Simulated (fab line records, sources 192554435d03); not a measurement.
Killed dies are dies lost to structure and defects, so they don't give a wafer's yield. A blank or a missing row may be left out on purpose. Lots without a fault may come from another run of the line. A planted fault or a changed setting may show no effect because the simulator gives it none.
Chamber matching | flow n5_finfet | N5_GATE_CUT_CMP_43 on cmp-01: 4 sister chambers
The step polishes SiO2. 8 wafers are shown with their chamber, then 7 later ones without.

WAFERS WITH THEIR CHAMBER
wafer  | chamber | motor_current_A (A)
L076.2 | 2       | 13.3
L076.6 | 2       | 12.8
L082.6 | 0       | 13.3
L084.2 | 1       | 16.5
L084.3 | 3       | 11.3
L084.6 | 3       | 11.3
L090.2 | 1       | 16.1
L090.3 | 0       | 13.0

WAFERS WITHOUT THEIR CHAMBER
wafer  | motor_current_A (A)
L090.5 | 11.3
L092.3 | 16.3
L092.5 | 13.0
L092.6 | 17.2
L094.1 | 11.4
L094.5 | 15.6
L094.6 | 13.5

WHICH CHAMBER EACH WENT THROUGH
wafer  | from the rows above     | in truth
L090.5 | 3                       | 3
L092.3 | 1                       | 1
L092.5 | can't be placed: 2 or 0 | 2
L092.6 | 1                       | 1
L094.1 | 3                       | 3
L094.5 | 1                       | 1
L094.6 | can't be placed: 0 or 2 | 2
Placed correctly: 5 of 7. Can't be placed from these rows: 2 (the true chamber is among the candidates in 2). Placed wrongly: 0.
How it was worked out, from the rows above alone: a wafer's distance from a chamber is the root of the sum, over the readings, of the square of ((its reading less the chamber's mean) divided by the reading's scatter). The wafer belongs to the nearest chamber; if the next one is less than 2 further off, it can't be placed. A chamber's mean is the mean of its shown wafers. The scatter: the root of (the sum of the squares of (reading less its chamber's mean) over the shown wafers, divided by (wafers less chambers)).
